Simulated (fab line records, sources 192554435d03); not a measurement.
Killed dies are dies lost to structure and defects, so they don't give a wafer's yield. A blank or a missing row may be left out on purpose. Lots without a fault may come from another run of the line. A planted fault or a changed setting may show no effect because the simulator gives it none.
Chamber matching | flow n5_finfet | N5_BEOL_M1_CO_CAP_55 on cvd_co-02: 3 sister chambers
The step material Co, precursor CCTBA/H2, target thk 2 nm, time 102.1 s. 3 wafers are shown with their chamber, then 12 later ones without.

WAFERS WITH THEIR CHAMBER
wafer  | chamber | heater_power_w (W)
L091.4 | 0       | 237
L091.5 | 1       | 306
L091.6 | 2       | 200

WAFERS WITHOUT THEIR CHAMBER
wafer  | heater_power_w (W)
L092.1 | 306
L092.2 | 238
L092.3 | 199
L092.4 | 239
L092.5 | 202
L092.6 | 301
L093.3 | 306
L093.4 | 232
L093.6 | 197
L095.2 | 237
L095.3 | 205
L095.4 | 229

WHICH CHAMBER EACH WENT THROUGH
wafer  | from the rows above | in truth
L092.1 | 1                   | 1
L092.2 | 0                   | 0
L092.3 | 2                   | 2
L092.4 | 0                   | 0
L092.5 | 2                   | 2
L092.6 | 1                   | 1
L093.3 | 1                   | 1
L093.4 | 0                   | 0
L093.6 | 2                   | 2
L095.2 | 0                   | 0
L095.3 | 2                   | 2
L095.4 | 0                   | 0
Placed correctly: 12 of 12. Can't be placed from these rows: 0. Placed wrongly: 0.
How it was worked out, from the rows above alone: a wafer's distance from a chamber is the root of the sum, over the readings, of the square of ((its reading less the chamber's mean) divided by the reading's scatter). The wafer belongs to the nearest chamber; if the next one is less than 2 further off, it can't be placed. A chamber's mean is the mean of its shown wafers. The scatter: with one shown wafer a chamber, the root of the mean of the squares of how far each hidden wafer lies from its nearest shown one.
